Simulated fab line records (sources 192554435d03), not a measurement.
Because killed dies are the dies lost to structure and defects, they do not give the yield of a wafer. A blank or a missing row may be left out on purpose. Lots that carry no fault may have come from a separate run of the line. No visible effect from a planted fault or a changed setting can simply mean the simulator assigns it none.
Chamber matching    flow n5-finfet    N5_MOL_CONTACT_COAG_CONTACT_ETCH_14 on rie-diel-01: 4 sister chambers
The step etches SiO2 in C4F6/O2, target depth 27.5 nm, overetch 8.5 nm, time 20 s. 14 wafers are shown with their chamber, then 7 later ones without.

== WAFERS PAIRED WITH THEIR CHAMBERS ==
wafer   chamber  throttle-valve-pct (%)  showerhead-plenum-p-Torr (Torr)  oes-product-au (a.u.)
L074.4  0        21.48                   2.76                             0.63
L074.5  3        21.16                   2.82                             0.81
L074.6  0        21.46                   2.76                             0.63
L076.1  2        21.29                   2.83                             0.61
L076.3  1        21.30                   2.86                             0.62
L076.4  0        21.48                   2.76                             0.63
L078.1  1        21.32                   2.86                             0.61
L078.2  0        21.49                   2.75                             0.63
L078.4  3        21.17                   2.81                             0.79
L080.1  1        21.33                   2.86                             0.60
L080.5  0        21.51                   2.75                             0.62
L080.6  3        21.17                   2.81                             0.76
L087.3  1        21.35                   2.85                             0.59
L087.4  1        21.35                   2.85                             0.60

SIGNATURES (averages over the wafers above)
reading                   chamber 0  chamber 1  chamber 2  chamber 3  scatter within a chamber
throttle-valve-pct        21.4840    21.3300    21.2900    21.1667    0.0179
showerhead-plenum-p-Torr  2.7560     2.8560     2.8300     2.8133     0.00554
oes-product-au            0.6280     0.6040     0.6100     0.7867     0.0137
Rule: distance of a wafer from a chamber = root of the sum over the readings of ((wafer's reading minus chamber's mean) / reading's scatter) squared. The wafer belongs to the nearest chamber; if the next one is less than 2 further off, it can't be placed. How the scatter is found: for the shown wafers, subtract from each reading the mean of its chamber, square and add these, divide the total by (wafers less chambers), then take the root.

== WAFERS WHOSE CHAMBER IS MISSING ==
wafer   throttle-valve-pct (%)  showerhead-plenum-p-Torr (Torr)  oes-product-au (a.u.)
L087.6  21.53                   2.74                             0.61
L089.4  21.20                   2.80                             0.72
L089.5  21.53                   2.74                             0.61
L089.6  21.37                   2.85                             0.59
L090.3  21.54                   2.74                             0.60
L090.5  21.04                   2.82                             0.81
L090.6  21.37                   2.85                             0.59

== WHICH CHAMBER EACH ONE RAN IN ==
wafer    from the rows above   in truth
L087.6   0                     0
L089.4   3                     3
L089.5   0                     0
L089.6   1                     1
L090.3   0                     0
L090.5   3                     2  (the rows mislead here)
L090.6   1                     1
Correctly placed: 6 of 7. From these rows, 0 cannot be placed. 1 placed wrongly.
